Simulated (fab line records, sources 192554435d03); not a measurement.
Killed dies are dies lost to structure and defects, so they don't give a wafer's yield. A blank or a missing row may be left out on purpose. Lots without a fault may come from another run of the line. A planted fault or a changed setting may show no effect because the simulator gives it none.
Which tool did it? | flow n5_finfet | 8 lots, 24 wafers sampled, at 6 steps of a route of 1938

WHAT THE GAUGES READ, wafer by wafer
N5_BEOL_M0_SAQP_CD_MEAS_25: target cd 13.1 nm.
lot  | measured     | on        | cd_nm (nm)
L894 | day 6 01:14  | cd_sem-01 | 12.92 12.84 12.57
L898 | day 7 07:15  | cd_sem-03 | 12.32 12.83 12.71
L899 | day 7 07:40  | cd_sem-03 | 12.54 12.85 12.63
L902 | day 7 18:46  | cd_sem-01 | 11.59 12.68 11.59
L903 | day 8 02:21  | cd_sem-03 | 12.73 12.77 12.75
L904 | day 8 05:52  | cd_sem-01 | 12.76 11.55 12.98
L911 | day 9 22:43  | cd_sem-01 | 12.54 12.82 12.81
L916 | day 11 11:29 | cd_sem-03 | 13.17 12.94 12.91

N5_BEOL_M4_RC_MEAS_101.
lot  | measured     | on        | DIBL_N (mV/V)  | DIBL_P (mV/V)  | IOFF_N (nA/um)    | IOFF_P (nA/um)    | ION_N (uA/um) | ION_P (uA/um) | SS_N (mV/dec)  | SS_P (mV/dec)  | VT_N (mV)         | VT_P (mV)
L894 | day 8 08:42  | prober-01 | 35.3 36.7 34.3 | 36.5 38.1 35.1 | 0.138 0.162 0.116 | 0.190 0.215 0.163 | 682 675 674   | 470 464 460   | 70.8 72.0 70.3 | 73.2 73.5 72.9 | 250.0 250.2 257.5 | -251 -249 -254
L898 | day 9 14:22  | prober-02 | 37.6 37.2 36.1 | 37.0 36.6 35.7 | 0.164 0.149 0.144 | 0.198 0.181 0.183 | 679 673 674   | 458 457 465   | 71.6 71.4 71.0 | 73.7 74.1 73.3 | 248.7 252.1 251.6 | -252 -253 -251
L899 | day 10 00:17 | prober-02 | 35.7 34.8 33.7 | 36.7 35.9 34.1 | 0.176 0.147 0.128 | 0.239 0.219 0.190 | 682 680 681   | 470 474 467   | 71.8 70.9 70.7 | 72.9 74.0 73.0 | 251.2 250.3 250.1 | -250 -252 -250
L902 | day 10 08:52 | prober-01 | 37.3 35.2 35.7 | 38.1 36.1 36.5 | 0.192 0.156 0.164 | 0.255 0.230 0.228 | 688 674 676   | 467 461 467   | 71.8 71.5 71.1 | 74.0 73.6 72.9 | 248.3 248.8 248.3 | -245 -245 -249
L903 | day 11 05:05 | prober-01 | 34.4 36.1 37.6 | 33.4 36.1 37.4 | 0.117 0.154 0.181 | 0.192 0.227 0.253 | 669 680 684   | 470 474 470   | 70.6 71.4 71.6 | 72.5 73.4 74.0 | 253.2 250.9 246.6 | -245 -247 -247
L904 | day 11 13:34 | prober-01 | 35.5 37.7 35.9 | 35.8 37.8 35.3 | 0.165 0.204 0.152 | 0.222 0.267 0.218 | 687 678 678   | 467 470 469   | 71.0 71.8 71.9 | 73.1 73.8 73.3 | 245.4 246.3 252.4 | -249 -248 -250
L911 | day 12 18:44 | prober-02 | 36.5 35.7 36.0 | 37.6 36.6 37.3 | 0.155 0.142 0.145 | 0.216 0.194 0.219 | 672 676 676   | 464 464 463   | 70.9 71.5 71.8 | 73.4 73.3 73.5 | 250.2 251.9 251.1 | -248 -251 -248
L916 | day 14 10:47 | prober-02 | 35.4 36.9 37.4 | 33.4 35.5 36.0 | 0.128 0.159 0.164 | 0.159 0.188 0.199 | 657 673 674   | 451 459 458   | 70.9 71.7 71.9 | 72.4 72.8 73.6 | 252.2 250.4 249.7 | -254 -251 -252

WHICH TOOL RAN EACH LOT (tool, then ch and the chambers of the sampled wafers, then the start)
lot  | N5_BEOL_M0_SAQP_DESCUM_19         | N5_BEOL_M0_SAQP_ETCH_84           | N5_BEOL_M0_SAQP_SPACER1_ALD_98    | N5_BEOL_M0_SAQP_SPACER1_ETCHBACK_99
L894 | rie_diel-03 ch 1,2,3, day 5 23:41 | rie_diel-03 ch 1,2,3, day 5 23:48 | ald_sin-02 ch 0,3, day 6 00:33    | rie_diel-03 ch 1,2,3, day 6 01:04
L898 | rie_diel-05 ch 1,2, day 7 03:34   | rie_diel-05 ch 1,2, day 7 03:38   | ald_sin-04 ch 0,1, day 7 06:31    | rie_diel-03 ch 0,3, day 7 07:04
L899 | rie_diel-06 ch 0,2,3, day 7 06:06 | rie_diel-06 ch 0,2,3, day 7 06:11 | ald_sin-02 ch 1,2,3, day 7 06:59  | rie_diel-05 ch 0,2,3, day 7 07:28
L902 | rie_diel-05 ch 0,1,2, day 7 16:16 | rie_diel-05 ch 0,1,2, day 7 16:21 | ald_sin-02 ch 0,2, day 7 17:52    | rie_diel-06 ch 0,2, day 7 18:34
L903 | rie_diel-03 ch 0,2,3, day 8 00:24 | rie_diel-03 ch 0,2,3, day 8 00:29 | ald_sin-01 ch 1,2,3, day 8 01:40  | rie_diel-05 ch 1,2,3, day 8 02:09
L904 | rie_diel-03 ch 0,1,3, day 8 04:17 | rie_diel-03 ch 0,1,3, day 8 04:23 | ald_sin-02 ch 0,1,3, day 8 05:11  | rie_diel-06 ch 0,2,3, day 8 05:40
L911 | rie_diel-06 ch 0,1,3, day 9 20:50 | rie_diel-06 ch 0,1,3, day 9 20:55 | ald_sin-01 ch 2,3, day 9 21:58    | rie_diel-03 ch 1,2,3, day 9 22:31
L916 | rie_diel-03 ch 2,3, day 11 09:08  | rie_diel-03 ch 2,3, day 11 09:13  | ald_sin-04 ch 0,1,2, day 11 10:44 | rie_diel-06 ch 0,2,3, day 11 11:17
- N5_BEOL_M0_SAQP_DESCUM_19: chemistry O2, time 7.9 s.
- N5_BEOL_M0_SAQP_ETCH_84: etches SOC in N2/H2, target depth 100 nm, overetch 20 nm, time 150 s.
- N5_BEOL_M0_SAQP_SPACER1_ALD_98: deposits SiO2, target thk 12.8 nm, pulse time 1 s, purge time 2 s.
- N5_BEOL_M0_SAQP_SPACER1_ETCHBACK_99: etches SiO2 in CHF3/O2, target depth 15.4 nm, time 7.7 s.

WHAT THE TOOLS THEMSELVES READ (means of the sampled wafers that have a number; where no wafer has one, the mark that the record gives instead)
N5_BEOL_M0_SAQP_DESCUM_19.
lot  | tool        | drypump_motor_current_A (A) | oes_product_au (a.u.) | rf_vpp_V (V) | showerhead_plenum_p_Torr (Torr) | throttle_valve_pct (%)
L894 | rie_diel-03 | 5.4                         | 0.77                  | 243.3        | 2.13                            | 20.31
L898 | rie_diel-05 | 5.2                         | 0.86                  | 243.3        | 2.06                            | 20.35
L899 | rie_diel-06 | 5.5                         | 0.75                  | 243.1        | 2.09                            | 20.62
L902 | rie_diel-05 | 5.2                         | 0.80                  | 242.7        | 2.07                            | 20.50
L903 | rie_diel-03 | 5.8                         | 0.80                  | 243.0        | 2.10                            | 20.30
L904 | rie_diel-03 | 5.6                         | 0.84                  | 243.5        | 2.09                            | 20.32
L911 | rie_diel-06 | 5.4                         | 0.88                  | 242.9        | 2.12                            | 20.43
L916 | rie_diel-03 | 5.6                         | 0.71                  | 245.0        | 2.13                            | 20.33

N5_BEOL_M0_SAQP_ETCH_84.
lot  | tool        | drypump_motor_current_A (A) | h2_flow_sccm (sccm) | oes_product_au (a.u.) | rf_vpp_V (V) | showerhead_plenum_p_Torr (Torr) | throttle_valve_pct (%)
L894 | rie_diel-03 | 5.4                         | 200.0               | 0.70                  | 524.9        | 2.59                            | 17.73
L898 | rie_diel-05 | 5.2                         | 200.3               | 0.77                  | 523.0        | 2.51                            | 17.70
L899 | rie_diel-06 | 5.5                         | 199.8               | 0.66                  | 523.2        | 2.53                            | 17.99
L902 | rie_diel-05 | 5.2                         | 200.0               | 0.71                  | 523.5        | 2.52                            | 17.89
L903 | rie_diel-03 | 5.8                         | 199.3               | 0.72                  | 524.0        | 2.56                            | 17.71
L904 | rie_diel-03 | 5.6                         | 199.9               | 0.75                  | 523.2        | 2.54                            | 17.74
L911 | rie_diel-06 | 5.4                         | 200.0               | 0.78                  | 524.3        | 2.57                            | 17.79
L916 | rie_diel-03 | 5.7                         | 199.6               | 0.64                  | 525.1        | 2.59                            | 17.77

N5_BEOL_M0_SAQP_SPACER1_ALD_98.
lot  | tool       | heater_power_w (W) | precursor_pulse_height_rel
L894 | ald_sin-02 | 461                | 1.003
L898 | ald_sin-04 | 507                | 0.997
L899 | ald_sin-02 | 452                | 1.018
L902 | ald_sin-02 | 500                | 1.004
L903 | ald_sin-01 | 517                | 0.990
L904 | ald_sin-02 | 446                | 1.008
L911 | ald_sin-01 | 519                | 1.016
L916 | ald_sin-04 | 494                | 1.012

N5_BEOL_M0_SAQP_SPACER1_ETCHBACK_99.
lot  | tool        | drypump_motor_current_A (A) | oes_ar_750_au (a.u.) | oes_product_au (a.u.) | rf_vpp_V (V) | showerhead_plenum_p_Torr (Torr) | throttle_valve_pct (%)
L894 | rie_diel-03 | 5.4                         | 0.78                 | 0.77                  | 524          | 2.46                            | 18.83
L898 | rie_diel-03 | 5.7                         | 0.83                 | 0.82                  | 518          | 2.40                            | 18.97
L899 | rie_diel-05 | 5.4                         | 0.77                 | 0.77                  | 525          | 2.42                            | 19.01
L902 | rie_diel-06 | 5.7                         | 0.77                 | 0.77                  | 522          | 2.42                            | 19.01
L903 | rie_diel-05 | 5.4                         | 0.82                 | 0.83                  | 528          | 2.40                            | 18.84
L904 | rie_diel-06 | 5.5                         | 0.73                 | 0.73                  | 521          | 2.40                            | 19.12
L911 | rie_diel-03 | 5.4                         | 0.76                 | 0.75                  | 524          | 2.45                            | 18.88
L916 | rie_diel-06 | 5.5                         | 0.80                 | 0.80                  | 520          | 2.39                            | 19.01

THE ANSWER, worked out from the rows above alone
Rule: what is usual is taken from the lots themselves. Put in order of their means at a reading, lots are off if they are a third of the lots or fewer, leave a main group of 4 or more, and stand apart from it by a gap of 3 or more times the standard deviation of the main group's means; of several such gaps the widest counts. A main group whose means are all the same, to the digits that the tables above print for the reading, isn't used. A lot without any number at a reading at which 4 lots or more have one is off too. The other lots that the step has rows for count as sound. The gauges are gone through in route order, then the tools' own readings, and for those a lot's mean is taken as printed above. The first step at which some lot is off is used, and at that step the reading that is off furthest; a lot without a number counts as furthest.
Off: L902, L904, at N5_BEOL_M4_RC_MEAS_101 (IOFF_N). The main group: mean 0.148 nA/um, standard deviation 0.0045.
A tool fits if, at a process step before that reading, it ran every lot that is off, and no sound lot after the first of them. The gauges at N5_BEOL_M4_RC_MEAS_101 are tried like those tools. One fits: ald_sin-02 at N5_BEOL_M0_SAQP_SPACER1_ALD_98. Its last sound lot is L899 (day 7 06:59), its first lot that is off L902 (day 7 17:52): a fault that began between those two fits.

WHAT THE SIMULATOR HAD PUT IN
Process parameter drift: ald_sin-02, from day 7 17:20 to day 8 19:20, at N5_BEOL_M0_SAQP_SPACER1_ALD_98. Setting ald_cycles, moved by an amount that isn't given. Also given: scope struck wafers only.
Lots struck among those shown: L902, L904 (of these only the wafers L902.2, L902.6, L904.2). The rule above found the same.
